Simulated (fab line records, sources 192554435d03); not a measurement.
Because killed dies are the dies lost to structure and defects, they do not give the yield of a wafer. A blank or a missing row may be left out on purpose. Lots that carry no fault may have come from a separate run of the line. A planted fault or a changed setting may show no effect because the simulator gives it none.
fab line records	flow n5-finfet
record lots=10	wafers=29	last-day=19
route steps=1938 shown BEOL_M4@1111 BEOL_M11@1595 BEOL_M12@1613 PASSIVATION@1936
lots untouched by any fault: they come from a run of this same line in which no faults occurred
start-h: the number of hours between the record's first day and the start of the first shown wafer of the lot	wait-h: how many hours have passed since the lot's step before this one	" same as the row above	L1.1+2: one row covering several wafers at once	- no value, or no start was given	* or withheld: withheld	< > ~ a bound
route shown NAME@n: names a module that has steps shown in the file, with the first one's number in the route	usual: mean and standard deviation over wafers with no fault	same: alike in all rows	chamber/n: place in a boat	sites: each site's reading	_std_site: their standard deviation	_edge_site: outer sites' mean less inner sites'	radius-mm: how far each site lies from the wafer's centre	mask NAME#n: copy n	behind: tool/chamber where the wafer was last shaped	hold: reason for holding the lot/hours on hold/outcome of the hold	device: the n, p or np transistor that did not switch	end of line: the tests these same wafers got at the end of their route	for a step that has no rows: nothing shown but its recipe	killed: not the wafer's yield, but the dies lost to structure and defects at the first sort	map: dies across one wafer; x = killed, . = not, _ = none there
set.NAME: setting as actually run; set.NAME@STEP: the setting as run at that earlier step	model.NAME: the simulator's own value behind a step, which no gauge read
a sample of lots followed through the steps of the route, with each step as a table and each wafer as a row
services: the hour from which a tool's chamber was out of use, counted from the record's first day as start-h (under 0 if before that day), plus the number of hours and why
## steps
# step N5_BEOL_M4_RC_MEAS_101
# usual DIBL_N=36.0/1.6	DIBL_P=35.8/2	IOFF_N=0.152/0.03	IOFF_P=0.20/0.031	ION_N=670/12	ION_P=459/7.4	SS_N=71.5/0.56	SS_P=73.2/0.64	VT_N=251/3.5	VT_P=-252/3.3
lot.wafer	tool	chamber	start-h	wait-h	DIBL_N[mV/V]	DIBL_P[mV/V]	IOFF_N[nA/um]	IOFF_P[nA/um]	ION_N[uA/um]	ION_P[uA/um]	SS_N[mV/dec]	SS_P[mV/dec]	VT_N[mV]	VT_P[mV]
L898.3	prober-02	0	200.04	0.3	36.5	36.9	0.170	0.23	681	467	72.2	73.9	246	-247
L898.5	"	0	"	"	36.4	36.1	0.159	0.22	664	457	72.2	73.9	251	-246
L898.6	"	0	"	"	35.1	35.6	0.143	0.22	675	469	72.0	73.2	252	-246
L899.2	prober-02	0	203.82	0.2	36.7	35.8	0.154	0.20	674	462	72.0	73.0	251	-253
L899.3	"	0	"	"	36.7	35.5	0.141	0.19	657	454	71.0	73.0	254	-254
L899.5	"	0	"	"	33.5	31.3	0.101	0.15	650	450	71.0	72.1	255	-256
L901.2	prober-01	0	214.81	0.2	36.7	37.3	0.176	0.21	670	452	71.8	73.2	251	-251
L901.6	"	0	"	"	35.8	35.5	0.165	0.19	667	456	71.8	73.5	247	-254
L907.1	prober-01	0	247.01	0.0	33.3	33.0	0.110	0.16	659	457	71.8	72.7	253	-254
L907.2	"	0	"	"	34.2	35.2	0.129	0.19	661	457	71.1	73.3	252	-252
L907.3	"	0	"	"	36.2	38.0	0.170	0.23	678	463	71.6	73.7	249	-247
L908.1	prober-02	0	252.74	0.0	35.8	35.9	0.134	0.17	677	452	71.8	72.7	252	-258
L908.5	"	0	"	"	35.1	35.9	0.132	0.18	669	467	71.2	72.4	252	-256
L908.6	"	0	"	"	36.3	36.2	0.141	0.17	662	451	71.6	73.2	253	-258
L919.1	prober-02	0	315.94	0.0	35.4	35.1	0.126	0.16	651	441	71.2	72.9	253	-254
L919.4	"	0	"	"	35.7	37.0	0.139	0.18	671	461	71.3	73.1	253	-252
L919.6	"	0	"	"	38.8	40.0	0.190	0.23	671	449	72.2	74.8	247	-251
L917.1	prober-02	0	317.40	0.0	35.8	34.9	0.155	0.19	680	462	71.8	72.8	249	-252
L917.3	"	0	"	"	33.6	31.3	0.109	0.14	653	449	71.5	73.0	257	-256
L917.5	"	0	"	"	34.9	33.4	0.135	0.17	674	463	71.9	72.8	250	-253
L918.1	prober-02	0	328.96	0.0	35.5	33.7	0.136	0.21	674	473	70.9	72.8	254	-250
L918.2	"	0	"	"	36.1	34.1	0.144	0.21	661	459	71.4	73.5	251	-246
L918.5	"	0	"	"	35.4	33.8	0.135	0.20	664	459	71.3	73.4	251	-247
L920.1	prober-01	0	342.77	0.0	35.3	36.1	0.156	0.23	681	467	71.0	73.7	248	-249
L920.3	"	0	"	"	35.7	36.1	0.171	0.22	677	468	71.2	74.0	249	-250
L920.4	"	0	"	"	37.0	37.1	0.177	0.23	676	465	71.9	74.4	251	-250
L921.1	prober-02	0	347.34	0.0	34.3	34.4	0.129	0.17	655	454	70.4	72.7	250	-253
L921.3	"	0	"	"	31.8	30.1	0.087	0.11	632	435	71.7	71.6	259	-261
L921.6	"	0	"	"	33.2	32.1	0.113	0.14	658	449	71.2	72.2	255	-258
# step N5_BEOL_M11_ANNEAL_51
# recipe temp-c=225	time-s=90	ambient=N2
# usual wafer_temp_C_max=226.20/0.29
lot.wafer	tool	chamber	start-h	wait-h	wafer_temp_C_max
L898.3	rtp-anneal-02	0	265.19	0.6	226.34
L898.5	"	0	"	"	226.25
L898.6	"	0	"	"	226.22
L899.2	rtp-anneal-01	0	272.48	0.1	226.78
L899.3	"	0	"	"	226.50
L899.5	"	0	"	"	226.63
L901.2	rtp-anneal-02	0	280.44	0.2	226.79
L901.6	"	0	"	"	226.28
L907.1	rtp-anneal-01	0	311.85	0.2	225.99
L907.2	"	0	"	"	226.13
L907.3	"	0	"	"	226.18
L908.1	rtp-anneal-01	0	318.99	0.2	226.53
L908.5	"	0	"	"	226.75
L908.6	"	0	"	"	226.32
L917.1	rtp-anneal-02	0	386.33	0.1	226.13
L917.3	"	0	"	"	226.29
L917.5	"	0	"	"	226.31
L919.1	rtp-anneal-01	0	387.96	0.7	226.07
L919.4	"	0	"	"	225.88
L919.6	"	0	"	"	226.17
L918.1	rtp-anneal-02	0	397.23	1.2	226.44
L918.2	"	0	"	"	226.76
L918.5	"	0	"	"	226.25
L921.1	rtp-anneal-01	0	413.22	0.8	226.61
L921.3	"	0	"	"	226.07
L921.6	"	0	"	"	226.73
L920.1	rtp-anneal-02	0	415.94	0.2	226.53
L920.3	"	0	"	"	225.93
L920.4	"	0	"	"	225.85
# step N5_BEOL_M12_OVL_MEAS_11
# recipe points-per-wafer=44
# usual V11_OVL=0/5.7
lot.wafer	tool	chamber	start-h	wait-h	V11_OVL[nm]
L898.3	overlay-02	0	266.50	0.1	-4
L898.5	"	0	"	"	-7
L898.6	"	0	"	"	-2
L899.2	overlay-02	0	273.69	0.0	-9
L899.3	"	0	"	"	-4
L899.5	"	0	"	"	-9
L901.2	overlay-02	0	281.76	0.0	-5
L901.6	"	0	"	"	-4
L907.1	overlay-02	0	313.10	0.0	-4
L907.2	"	0	"	"	-5
L907.3	"	0	"	"	2
L908.1	overlay-02	0	320.36	0.0	0
L908.5	"	0	"	"	7
L908.6	"	0	"	"	6
L917.1	overlay-02	0	388.01	0.0	4
L917.3	"	0	"	"	7
L917.5	"	0	"	"	9
L919.1	overlay-01	0	389.35	0.0	-2
L919.4	"	0	"	"	-10
L919.6	"	0	"	"	-7
L918.1	overlay-02	0	398.89	0.0	1
L918.2	"	0	"	"	7
L918.5	"	0	"	"	3
L921.1	overlay-02	0	414.48	0.0	12
L921.3	"	0	"	"	7
L921.6	"	0	"	"	5
L920.1	overlay-01	0	417.30	0.0	4
L920.3	"	0	"	"	2
L920.4	"	0	"	"	-4
# step N5_BEOL_M12_STRIP_63
# recipe chemistry=N2/H2	power-w=1000	temp-c=250	h2-frac=0.65	overash-fraction=0.3	pressure-mtorr=1000	n2-flow-sccm=1750	h2-flow-sccm=3250
# usual chamber-pressure-mTorr=1000.2/0.94	drypump-motor-current-A=5.5/0.42	heater-power-w=334/18	oes-product-au=0.693/0.0046	strip-time-to-endpoint-s=42.5/0.77
lot.wafer	tool	chamber	start-h	wait-h	chamber-pressure-mTorr	drypump-motor-current-A	heater-power-w	oes-product-au	rf-hours-counter-h	strip-time-to-endpoint-s
L898.3	plasma-asher-01	1	266.87	-	1000.8	6.2	350	0.697	-	44.2
L898.5	"	1	"	"	1000.0	6.1	349	0.684	-	41.8
L898.6	"	0	"	"	1001.2	5.5	305	0.703	-	42.5
L899.2	plasma-asher-01	1	274.04	-	1002.0	6.1	348	0.695	117	42.2
L899.3	"	1	"	"	1000.1	6.1	356	0.700	-	41.7
L899.5	"	1	"	"	1000.8	6.1	348	0.690	-	40.9
L901.2	plasma-asher-01	1	282.11	-	1000.1	6.2	354	0.698	118	43.0
L901.6	"	0	"	"	1000.9	5.5	314	0.693	-	41.4
L907.1	plasma-asher-02	1	313.44	-	1000.4	5.1	343	0.691	90	43.5
L907.2	"	0	"	"	1000.9	5.2	326	0.694	90	42.1
L907.3	"	0	"	"	1000.4	5.2	326	0.689	-	41.5
L908.1	plasma-asher-02	1	320.77	-	998.9	5.1	345	0.695	92	43.0
L908.5	"	0	"	"	1001.4	5.2	321	0.701	-	41.7
L908.6	"	1	"	"	1000.6	5.1	349	0.696	-	42.5
L917.1	plasma-asher-01	1	388.35	-	1000.4	6.1	348	0.691	141	43.7
L917.3	"	0	"	"	998.3	5.4	309	0.694	-	42.5
L917.5	"	0	"	"	1001.7	5.5	313	0.694	-	43.4
L919.1	plasma-asher-02	0	389.72	-	1000.5	5.2	319	0.693	105	42.5
L919.4	"	0	"	"	1001.1	5.2	311	0.692	-	42.2
L919.6	"	0	"	"	1002.4	5.2	323	0.690	-	43.1
L918.1	plasma-asher-02	1	399.24	-	999.9	5.1	351	0.694	106	41.2
L918.2	"	0	"	"	1000.6	5.2	322	0.696	106	43.1
L918.5	"	0	"	"	1000.1	5.2	331	0.702	-	41.9
L921.1	plasma-asher-02	1	414.83	-	1000.0	5.0	350	0.693	109	42.7
L921.3	"	1	"	"	999.8	5.1	357	0.695	-	42.0
L921.6	"	0	"	"	1001.0	5.2	331	0.696	-	41.8
L920.1	plasma-asher-02	0	418.06	-	1001.4	5.2	323	0.694	109	42.1
L920.3	"	1	"	"	1000.7	5.1	349	0.702	-	43.6
L920.4	"	0	"	"	999.5	5.2	324	0.693	-	42.3
# step N5_BEOL_M12_STRIP_64
# recipe chemistry=N2/H2	power-w=1000	temp-c=250	h2-frac=0.65	overash-fraction=0.3	pressure-mtorr=withheld	n2-flow-sccm=1750	h2-flow-sccm=3250
# usual drypump-motor-current-A=5.5/0.42	h2-flow-sccm=3251/9.1	heater-power-w=334/19	oes-product-au=0.715/0.0045	strip-time-to-endpoint-s=31.32/0.068
lot.wafer	tool	chamber	start-h	wait-h	drypump-motor-current-A	h2-flow-sccm	heater-power-w	oes-product-au	rf-hours-counter-h	strip-time-to-endpoint-s
L898.3	plasma-asher-01	1	266.93	0.0	6.2	3269	351	0.722	-	31.34
L898.5	"	1	"	"	6.2	3260	357	0.716	-	31.28
L898.6	"	0	"	"	5.4	3265	305	0.715	-	31.34
L899.2	plasma-asher-01	1	274.10	0.0	6.2	3238	344	0.710	117	31.30
L899.3	"	1	"	"	6.2	3250	340	0.708	-	31.26
L899.5	"	1	"	"	6.1	3248	349	0.712	-	31.25
L901.2	plasma-asher-01	1	282.17	0.0	6.2	3250	355	0.708	118	31.28
L901.6	"	0	"	"	5.5	3254	313	0.717	-	31.28
L907.1	plasma-asher-02	1	313.50	0.0	-	-	-	-	-	-
L907.2	"	0	"	"	-	-	-	-	-	-
L907.3	"	0	"	"	-	-	-	-	-	-
L908.1	plasma-asher-02	1	320.83	0.0	-	-	-	-	-	-
L908.5	"	0	"	"	-	-	-	-	-	-
L908.6	"	1	"	"	-	-	-	-	-	-
L917.1	plasma-asher-01	1	388.41	0.0	6.2	3249	341	0.713	141	31.24
L917.3	"	0	"	"	5.5	3254	304	0.712	-	31.29
L917.5	"	0	"	"	5.5	3252	318	0.706	-	31.32
L919.1	plasma-asher-02	0	389.78	0.0	5.2	3245	327	0.711	105	31.36
L919.4	"	0	"	"	5.2	3256	321	0.725	-	31.38
L919.6	"	0	"	"	5.2	3247	327	0.719	-	31.38
L918.1	plasma-asher-02	1	399.30	0.0	5.1	3257	358	0.712	106	31.27
L918.2	"	0	"	"	5.2	3253	321	0.716	106	31.35
L918.5	"	0	"	"	5.2	3245	329	0.715	-	31.36
L921.1	plasma-asher-02	1	414.89	0.0	5.1	3264	351	0.711	109	31.15
L921.3	"	1	"	"	5.1	3249	352	0.717	-	31.31
L921.6	"	0	"	"	5.2	3237	321	0.710	-	31.26
L920.1	plasma-asher-02	0	418.12	0.0	5.2	3249	323	0.713	109	31.20
L920.3	"	1	"	"	5.1	3255	356	0.717	-	31.31
L920.4	"	0	"	"	5.2	3254	324	0.713	-	31.30
# step N5_PASSIVATION_PROBE_49
# usual defect-limited-yield=91.6/1.4	killed_at_M0_to_M3=33/10	killed_at_M4_up=13/5.3	killed-at-contacts=13/5.9	killed-at-front-end=36/12	killed-at-other=4/3.1	killed-dies=99/16	killed-open=65/13	killed-short=32/7.3	sort_bin_5_function=4.9/0.9	sort_bin_6_memory=3.1/0.66	sort_bin_8_speed=0.0/0.42	sort-n-pass=1081/17	sort-yield-pct=91.6/1.4
# same gross-dies=1180	killed-at-back-side=0	sort_bin_4_leakage[%]=0
lot.wafer	tool	chamber	start-h	wait-h	defect-limited-yield[%]	killed_at_M0_to_M3	killed_at_M4_up	killed-at-contacts	killed-at-front-end	killed-at-other	killed-dies	killed-open	killed-short	sort_bin_5_function[%]	sort_bin_6_memory[%]	sort_bin_8_speed[%]	sort-n-pass	sort-yield-pct[%]
L907.1	prober-01	-	350.02	0.0	46.5	23	560	9	38	1	631	49	32	50.5	2.7	0	549	46.5
L907.2	prober-01	-	350.07	0.1	51.9	17	502	10	36	2	567	49	27	45.8	2.0	0	613	51.9
L907.3	prober-01	-	350.12	0.1	48.9	25	525	11	41	1	603	49	34	48.8	2.1	0	577	48.9
L908.1	prober-02	-	353.36	0.0	47.3	19	550	6	41	6	622	58	27	49.5	2.8	0	558	47.3
L908.5	prober-02	-	353.56	0.2	52.4	31	493	3	29	6	562	62	33	44.1	3.3	0	618	52.4
L908.6	prober-02	-	353.61	0.3	44.7	50	541	12	41	9	653	80	37	51.0	3.6	0	527	44.7
# killed by level:class
L907.1 BEOL_M12:area-sputter=549 FIN_SAQP:geometric-particle:short=11 MOL_CONTACT_COAG:geometric-particle:open=8 STI_FIN_REVEAL:geometric-particle:open=7 BEOL_M0_SAQP:geometric-particle:open=7 BEOL_M0_SAQP:geometric-particle:short=7 BEOL_M2:geometric-particle:open=4 BEOL_M4:geometric-particle:open=4
L907.2 BEOL_M12:area-sputter=487 FIN_SAQP:geometric-particle:short=10 MOL_CONTACT_COAG:geometric-particle:open=9 FIN_SAQP:geometric-particle:open=6 GATE_CUT:geometric-particle:short=5 BEOL_M0_SAQP:geometric-particle:open=5 BEOL_M2:geometric-particle:open=5 BEOL_M4:geometric-particle:open=5
L907.3 BEOL_M12:area-sputter=519 FIN_SAQP:geometric-particle:short=13 MOL_CONTACT_COAG:geometric-particle:open=10 FIN_SAQP:geometric-particle:open=6 DUMMY_GATE:geometric-particle:open=6 BEOL_M0_SAQP:geometric-particle:open=4 BEOL_M1:geometric-particle:open=4 BEOL_M2:geometric-particle:open=4
L908.1 BEOL_M12:area-sputter=529 DUMMY_GATE:geometric-particle:open=7 FIN_SAQP:geometric-particle:open=5 STI_FIN_REVEAL:geometric-particle:open=5 BEOL_M4:geometric-particle:open=5 HKMG_FIN:area-etch=5 MOL_CONTACT_COAG:geometric-particle:open=4 BEOL_M1:geometric-particle:open=4
L908.5 BEOL_M12:area-sputter=466 BEOL_M4:geometric-particle:open=14 BEOL_M0_SAQP:geometric-particle:open=8 STI_FIN_REVEAL:geometric-particle:open=6 BEOL_M0_SAQP:geometric-particle:short=6 BEOL_M4:geometric-particle:short=5 BEOL_M1:geometric-particle:open=5 BEOL_M3:geometric-particle:open=4
L908.6 BEOL_M12:area-sputter=533 BEOL_M0_SAQP:geometric-particle:short=12 STI_FIN_REVEAL:geometric-particle:open=11 MOL_CONTACT_COAG:geometric-particle:open=10 BEOL_M2:geometric-particle:open=9 BEOL_M3:geometric-particle:open=8 BEOL_M0_SAQP:geometric-particle:open=7 BEOL_M1:geometric-particle:open=7
## services
tool	chamber	start-h	hours	kind
plasma-asher-02	-	345.38	6.1	repair
## key
first-sign step=N5_BEOL_M12_STRIP_64	reading=tool-record	direction=missing
effect step=N5_PASSIVATION_PROBE_49	reading=killed_at_M4_up	direction=up	sigmas=98	usual=13	struck=528
more-kills-born-at N5_BEOL_M12_SPUTTER_43@pvd-sputter-02=3083
met-at N5_BEOL_M12_STRIP_64
struck-lots L907,L908
not-acting-at N5_BEOL_M11_ANNEAL_51,N5_BEOL_M12_OVL_MEAS_11,N5_BEOL_M12_STRIP_63
fault kind=skipped-step-whole	tool=plasma-asher-02	chamber=-	onset-h=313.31	steps=N5_BEOL_M12_STRIP_64	scope=struck-lots-only
